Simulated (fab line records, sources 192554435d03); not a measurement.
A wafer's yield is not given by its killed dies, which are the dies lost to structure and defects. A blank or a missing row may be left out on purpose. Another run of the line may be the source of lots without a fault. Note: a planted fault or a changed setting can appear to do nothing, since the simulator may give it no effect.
fab line records | flow n5Finfet
[record] lots = 6 wafers = 18 lastDay = 17
route steps=1938 shown BEOL_M10@1475 PASSIVATION@1936
lots that met no fault: taken from a fault-free run of the same line
startH: hours from the record's opening day to when the first of the lot's shown wafers began | waitH: hours since the lot's step before | " unchanged from the row above | L1.1+2: a row that stands for several wafers | - no value, or no start was given | * or withheld: withheld | < > ~ a bound
route shown NAME@n: names a module that has steps shown in the file, with the first one's number in the route | usual: mean and standard deviation over wafers with no fault | same: alike in all rows | chamber/n: place in a boat | sites: per-site readings | _std_site: the values' standard deviation | _edge_site: outer sites' mean less inner sites' | radiusMm: how far each site lies from the wafer's centre | mask NAME#n: copy n | behind: tool/chamber where the wafer was last shaped | hold: the reason the lot was held/the length of the hold in hours/how it ended | device: names the non-switching transistor (n, p or np) | end of line: tests of these same wafers at the route's end | a step given without rows: its recipe and nothing more | killed: at the first sort, the dies lost to defects and structure; wafer yield is something else | map: per-die view of a wafer (x killed, . not killed, _ where there is no die)
set.NAME: the setting the step ran with; set.NAME@STEP: the setting that earlier step ran with | model.NAME: the simulator's own value behind a step, which no gauge read
a table for each step, a row for each wafer; lots at some steps of the route
services: from which hour (startH, from the record's first day; less than 0 if before it) a tool's chamber was out of use, for how many hours, and why
[[steps]]
[step N5_BEOL_M10_COAT_59]
[recipe] resist = SOC tempC = 250 timeS = 60 spinRpm = 1500 resistThkNm = 100
[step N5_BEOL_M10_COAT_60]
[recipe] resist = SiARC tempC = 220 timeS = 60 spinRpm = 1500 resistThkNm = 30
[step N5_BEOL_M10_COAT_05]
[recipe] resist = CAR-ArF spinRpm = 1500 resistThkNm = 90
[step N5_BEOL_M10_EBR_07]
[recipe] solvent = PGMEA ebrWidthMm = 1.5
[step N5_BEOL_M10_SOFTBAKE_06]
[recipe] tempC = 110 timeS = 60 resist = CAR-ArF
[step N5_BEOL_M10_EXPOSE_08]
[recipe] maskId = M10 na = 1.35 sourceShape = dipole sigmaInner = 0.411 sigmaOuter = 0.611 polarization = te doseMj = 53.75
[step N5_BEOL_M10_PEB_09]
[recipe] pebTempC = withheld pebTimeS = 60 resist = CAR-ArF
[step N5_BEOL_M10_DEVELOP_10]
[recipe] developTimeS = 30 developer = TMAH resist = CAR-ArF rinseLiquid = diw dry = airSpin devTempC = 23
[step N5_BEOL_M10_CD_MEAS_11]
[recipe] targetCdNm = 64.1 landingEnergyEv = 500 detector = seInlens polarity = opening
[usual] cdNm = 64.2/0.55
[same] landingEnergyEv = 500
// columns lot.wafer tool chamber startH waitH cdNm
L591.4 cdSem-02 0 270.26 - 64.5
L591.5 " 0 " " 64.0
L591.6 " 0 " " 64.5
L594.2 cdSem-03 0 295.63 - 63.5
L594.3 " 0 " " 64.0
L594.4 " 0 " " 64.2
L600.1 cdSem-01 0 321.23 - 64.7
L600.3 " 0 " " 64.3
L600.4 " 0 " " 64.4
L601.1 cdSem-01 0 329.94 - 64.0
L601.2 " 0 " " 64.5
L601.6 " 0 " " 64.3
L602.3 cdSem-02 0 334.34 - 64.6
L602.4 " 0 " " 63.7
L602.5 " 0 " " 65.0
L603.3 cdSem-01 0 354.02 - 63.3
L603.4 " 0 " " 63.4
L603.6 " 0 " " 64.0
[step N5_BEOL_M10_OVL_MEAS_12]
[recipe] pointsPerWafer = 44
[usual] M10_OVL = -0.1/0.83
// columns lot.wafer tool chamber startH waitH M10_OVL[nm]
L591.4 overlay-02 0 270.29 0.0 -0.4
L591.5 " 0 " " 0.1
L591.6 " 0 " " -1.6
L594.2 overlay-02 0 295.66 0.0 0.1
L594.3 " 0 " " 0.3
L594.4 " 0 " " 1.0
L600.1 overlay-02 0 321.26 0.0 0.3
L600.3 " 0 " " 0.0
L600.4 " 0 " " 0.2
L601.1 overlay-02 0 329.97 0.0 0.5
L601.2 " 0 " " 1.6
L601.6 " 0 " " -0.9
L602.3 overlay-02 0 334.37 0.0 0.2
L602.4 " 0 " " -0.7
L602.5 " 0 " " 0.0
L603.3 overlay-01 0 354.05 0.0 0.0
L603.4 " 0 " " 1.3
L603.6 " 0 " " -0.3
[step N5_BEOL_M10_INSPECT_13]
[recipe] mode = adi inspectInstrument = brightfield
[usual] rawDefectCount = 420/120
// columns lot.wafer tool chamber startH waitH rawDefectCount
L591.4 defectInspect-01 - 270.32 0.0 491
L591.5 " - " " 579
L591.6 " - " " 478
L594.2 defectInspect-01 - 295.69 0.0 489
L594.3 " - " " 530
L594.4 " - " " 410
L600.1 defectInspect-02 - 321.28 0.0 229
L600.3 " - " " 263
L600.4 " - " " 342
L601.1 defectInspect-02 - 330.00 0.0 577
L601.2 " - " " 303
L601.6 " - " " 530
L602.3 defectInspect-02 - 334.39 0.0 452
L602.4 " - " " 445
L602.5 " - " " 433
L603.3 defectInspect-01 - 354.07 0.0 473
L603.4 " - " " 619
L603.6 " - " " 695
[step N5_BEOL_M10_DESCUM_16]
[recipe] chemistry = O2 timeS = 7.9 sourcePowerW = 50 biasPowerW = 20 pressureMtorr = 20 rfFrequencyHz = 2.712e+07 tempC = 40 resist = CAR-ArF o2FlowSccm = 225
[usual] drypumpMotorCurrentA = 5.6/0.39 oesProductAu = 0.78/0.086 rfVppV = 242.9/1.4 showerheadPlenumPTorr = 2.08/0.071 throttleValvePct = 20.45/0.16
// columns lot.wafer tool chamber startH waitH drypumpMotorCurrentA oesProductAu rfHoursCounterH rfVppV showerheadPlenumPTorr throttleValvePct
L591.4 rieDiel-03 0 270.35 0.0 6.1 0.77 134 242.1 2.02 20.58
L591.5 " 3 " " 5.6 0.85 - 243.4 2.03 20.35
L591.6 " 0 " " 6.1 0.77 - 242.7 2.02 20.59
L594.2 rieDiel-06 0 295.79 0.1 5.1 0.93 17 243.4 2.16 20.49
L594.3 " 3 " " 6.4 0.69 240 241.5 1.98 20.39
L594.4 " 1 " " 5.4 0.73 179 241.1 2.07 20.15
L600.1 rieDiel-03 2 321.32 0.0 6.2 0.70 221 241.4 1.99 20.56
L600.3 " 3 " " 5.6 0.83 91 242.4 2.02 20.40
L600.4 " 1 " " 5.3 0.87 60 244.2 2.15 20.66
L601.1 rieDiel-03 3 330.06 0.1 5.6 0.83 93 242.6 2.02 20.39
L601.2 " 1 " " 5.3 0.87 62 244.1 2.15 20.68
L601.6 " 0 " " 6.1 0.75 - 242.2 2.02 20.61
L602.3 rieDiel-05 1 334.61 0.2 5.2 0.68 242 243.3 2.06 20.52
L602.4 " 3 " " 5.2 0.83 69 241.7 2.03 20.55
L602.5 " 0 " " 5.7 0.67 - 242.4 2.05 20.57
L603.3 rieDiel-05 2 354.11 0.0 5.7 0.71 249 245.1 2.15 20.19
L603.4 " 3 " " 5.2 0.83 - 241.6 2.03 20.59
L603.6 " 1 " " 5.2 0.68 - 242.0 2.06 20.53
[step N5_BEOL_M10_ETCH_61]
[recipe] chemistry = CF4 target = SiARC targetDepthA = 390 maskMaterial = CAR-ArF timeS = 65 ionEnergyEv = 80 pressureMtorr = 40 sourceW = 545 biasW = 36 Ar_flow_sccm = 100 cf4FlowSccm = 100 ends = cleared
[usual] cf4FlowSccm = 100.0/0.3 drypumpMotorCurrentA = 5.6/0.4 etchRfOnTimeS = 64.5/1.3 oesProductAu = 0.67/0.068 rfVppV = 183.7/1.1 showerheadPlenumPTorr = 2.12/0.066 throttleValvePct = 15.60/0.13
// columns lot.wafer tool chamber startH waitH cf4FlowSccm drypumpMotorCurrentA etchRfOnTimeS oesProductAu rfHoursCounterH rfVppV showerheadPlenumPTorr throttleValvePct
L591.4 rieDiel-03 0 270.38 0.0 100.4 6.1 63.5 0.67 134 183.2 2.07 15.69
L591.5 " 3 " " 99.8 5.6 65.7 0.71 - 183.7 2.08 15.55
L591.6 " 0 " " 100.4 6.1 63.6 0.67 - 182.9 2.07 15.69
L594.2 rieDiel-06 0 295.82 0.0 99.8 5.0 67.2 0.78 17 184.8 2.19 15.41
L594.3 " 3 " " 100.0 6.5 65.2 0.59 240 184.4 2.03 15.70
L594.4 " 1 " " 100.1 5.4 64.2 0.63 179 182.6 2.12 15.43
L600.1 rieDiel-03 2 321.35 0.0 69.6 6.2 66.9 0.59 221 182.6 1.81 14.48
L600.3 " 3 " " 69.9 5.6 69.4 0.67 91 183.6 1.86 14.33
L600.4 " 1 " " 69.8 5.3 67.3 0.72 60 185.5 1.95 14.37
L601.1 rieDiel-03 3 330.10 0.0 70.6 5.6 68.6 0.68 93 181.9 1.86 14.32
L601.2 " 1 " " 70.4 5.3 66.3 0.72 62 184.0 1.95 14.37
L601.6 " 0 " " 69.9 6.1 66.4 0.64 - 182.1 1.85 14.45
L602.3 rieDiel-05 1 334.65 0.0 100.2 5.2 65.4 0.59 242 182.6 2.10 15.76
L602.4 " 3 " " 99.9 5.2 62.9 0.71 69 182.5 2.08 15.69
L602.5 " 0 " " 100.0 5.7 64.4 0.58 - 183.4 2.11 15.82
L603.3 rieDiel-05 2 354.14 0.0 100.3 5.6 65.6 0.60 249 183.6 2.20 15.48
L603.4 " 3 " " 99.8 5.2 63.7 0.71 - 183.9 2.08 15.70
L603.6 " 1 " " 99.9 5.2 67.0 0.57 - 183.5 2.10 15.78
[step N5_BEOL_M10_ETCH_62]
[recipe] chemistry = N2/H2 target = SOC targetDepthA = 1100 overetchA = 220 maskMaterial = SiARC tempC = 40 timeS = 165 ionEnergyEv = 200 pressureMtorr = 30 sourceW = 840 biasW = 150 n2FlowSccm = 200 h2FlowSccm = 200
[usual] drypumpMotorCurrentA = 5.6/0.4 oesProductAu = 0.66/0.067 rfVppV = 523.4/2.4 showerheadPlenumPTorr = 2.52/0.082 throttleValvePct = 17.80/0.18
// columns lot.wafer tool chamber startH waitH drypumpMotorCurrentA oesProductAu rfHoursCounterH rfVppV showerheadPlenumPTorr throttleValvePct
L591.4 rieDiel-03 0 270.43 0.0 6.1 0.65 134 520.5 2.43 17.73
L591.5 " 3 " " 5.6 0.70 - 521.6 2.47 17.75
L591.6 " 0 " " 6.1 0.65 - 520.7 2.44 17.74
L594.2 rieDiel-06 0 295.87 0.0 5.0 0.78 17 525.7 2.60 17.67
L594.3 " 3 " " 6.5 0.58 240 520.0 2.39 17.81
L594.4 " 1 " " 5.4 0.62 179 523.5 2.52 17.47
L600.1 rieDiel-03 2 321.40 0.0 6.2 0.59 221 521.9 2.42 18.08
L600.3 " 3 " " 5.6 0.69 91 521.1 2.46 17.78
L600.4 " 1 " " 5.3 0.73 60 525.3 2.58 17.95
L601.1 rieDiel-03 3 330.15 0.0 5.6 0.69 93 523.9 2.46 17.79
L601.2 " 1 " " 5.3 0.73 62 525.5 2.58 17.96
L601.6 " 0 " " 6.1 0.64 - 521.5 2.43 17.77
L602.3 rieDiel-05 1 334.70 0.0 5.2 0.59 242 523.8 2.50 18.01
L602.4 " 3 " " 5.2 0.69 69 522.1 2.47 17.94
L602.5 " 0 " " 5.7 0.57 - 524.1 2.50 17.93
L603.3 rieDiel-05 2 354.19 0.0 5.7 0.60 249 526.9 2.60 17.59
L603.4 " 3 " " 5.2 0.69 - 520.9 2.46 17.95
L603.6 " 1 " " 5.2 0.58 - 523.4 2.50 18.01
[step N5_PASSIVATION_PROBE_49]
[usual] defectLimitedYield = 91.3/1.5 killed_at_M0_to_M3 = 34/11 killed_at_M4_up = 14/6.1 killedAtContacts = 12/5.9 killedAtFrontEnd = 39/11 killedAtOther = 4/3.3 killedDies = 102/18 killedOpen = 67/13 killedShort = 33/7.9 sort_bin_5_function = 5.1/1 sort_bin_6_memory = 3.3/0.7 sortNPass = 1077/19 sortYieldPct = 91.3/1.6
[same] grossDies = 1180 killedAtBackSide = 0 sort_bin_4_leakage[%] = 0 sort_bin_8_speed[%] = 0
// columns lot.wafer tool chamber startH waitH defectLimitedYield[%] killed_at_M0_to_M3 killed_at_M4_up killedAtContacts killedAtFrontEnd killedAtOther killedDies killedOpen killedShort sort_bin_5_function[%] sort_bin_6_memory[%] sortNPass sortYieldPct[%]
L601.1 prober-02 - 385.92 0.0 93.5 24 15 20 18 0 77 56 21 4.2 2.0 1103 93.5
L601.2 prober-02 - 385.97 0.1 92.7 25 17 21 22 1 86 62 22 4.2 2.8 1094 92.7
L601.6 prober-02 - 386.17 0.3 91.4 25 11 26 39 0 101 59 41 4.9 3.3 1079 91.4
// killed by level:class
L601.1 MOL_CONTACT_COAG:geometricParticle:open=17 BEOL_M0_SAQP:geometricParticle:open=7 BEOL_M4:geometricParticle:open=7 BEOL_M0_SAQP:geometricParticle:short=5 DUMMY_GATE:geometricParticle:open=4 GATE_CUT:geometricParticle:short=4 BEOL_M3:geometricParticle:open=4 STARTING-WAFER:geometricParticle:short=4
L601.2 MOL_CONTACT_COAG:geometricParticle:open=18 FIN_SAQP:geometricParticle:open=7 BEOL_M3:geometricParticle:open=7 BEOL_M4:geometricParticle:open=7 FIN_SAQP:geometricParticle:short=5 BEOL_M0_SAQP:geometricParticle:open=5 BEOL_M0_SAQP:geometricParticle:short=5 BEOL_M1:geometricParticle:open=3
L601.6 MOL_CONTACT_COAG:geometricParticle:open=18 FIN_SAQP:geometricParticle:short=7 MOL_CONTACT_COAG:geometricParticle:short=7 BEOL_M0_SAQP:geometricParticle:short=7 BEOL_M0_SAQP:geometricParticle:open=7 DUMMY_GATE:geometricParticle:open=4 GATE_CUT:geometricParticle:open=4 BEOL_M3:geometricParticle:open=4
[[services]]
// columns tool chamber startH hours kind
rieDiel-06 3 249.82 7.8 repair
rieDiel-06 1 268.25 3.5 repair
rieDiel-05 1 280.42 2.5 repair
rieDiel-06 3 326.48 - clean
rieDiel-06 3 326.48 - consumableReplace:focusRing
rieDiel-06 3 326.48 - consumableReplace:showerhead
rieDiel-06 3 326.48 11.6 scheduledDown
rieDiel-06 3 326.48 11.6 ventCycle
rieDiel-05 0 343.60 - clean
rieDiel-05 0 343.60 - consumableReplace:focusRing
rieDiel-05 0 343.60 13.6 scheduledDown
rieDiel-05 0 343.60 13.6 ventCycle
[[key]]
[firstSign] step = N5_BEOL_M10_ETCH_61 reading = cf4FlowSccm direction = down sigmas = 99+ usual = 100.0 struck = 70.0
[effect] step = N5_BEOL_M10_ETCH_61 reading = throttleValvePct direction = down sigmas = 9.2 usual = * struck = *
metAt N5_BEOL_M10_ETCH_61
struckWafers L600.1,L600.3,L600.4,L601.1,L601.2,L601.6
onsetBetween 270.38 321.35
[fault] kind = processParameterDrift tool = rieDiel-03 chamber = - onsetH = 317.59 steps = N5_BEOL_M10_ETCH_61 channel = cf4FlowSccm offset = -30 shape = step endH = 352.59 actsIn = theseRecipesOnly stated = 100
